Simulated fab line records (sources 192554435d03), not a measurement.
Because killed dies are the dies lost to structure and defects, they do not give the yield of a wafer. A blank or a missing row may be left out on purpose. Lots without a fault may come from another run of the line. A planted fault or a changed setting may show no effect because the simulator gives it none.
Chamber matching    flow n5Finfet    N5_BEOL_M1_PRE_CLEAN_60 on cvdCo-01: 3 sister chambers
The step time 15 s. 6 wafers are shown with their chamber, then 8 later ones without.

## WAFERS, EACH WITH ITS CHAMBER
wafer   chamber  heaterPowerW (W)
L361.2  2        76
L361.6  2        77
L364.2  0        84
L364.4  0        83
L364.5  1        64
L362.2  1        62

## WAFERS WITH NO CHAMBER GIVEN
wafer   heaterPowerW (W)
L362.4  62
L362.5  76
L365.3  76
L365.4  82
L365.5  63
L366.2  83
L366.3  76
L366.5  63

## CHAMBER TAKEN BY EACH
wafer   from the rows above  in truth
L362.4  1                    1
L362.5  2                    2
L365.3  2                    2
L365.4  0                    0
L365.5  1                    1
L366.2  0                    0
L366.3  2                    2
L366.5  1                    1
Placed correctly: 8 of 8. From these rows, 0 cannot be placed. Wrongly placed: 0.
How it was worked out, from the rows above alone: a wafer's distance from a chamber is the root of the sum, over the readings, of the square of ((its reading less the chamber's mean) divided by the reading's scatter). The wafer belongs to the nearest chamber; if the next one is less than 2 further off, it can't be placed. A chamber's mean is the mean of its shown wafers. The scatter is the square root of a quotient: the sum, over the shown wafers, of each reading's squared deviation from its chamber's mean, divided by wafers minus chambers.
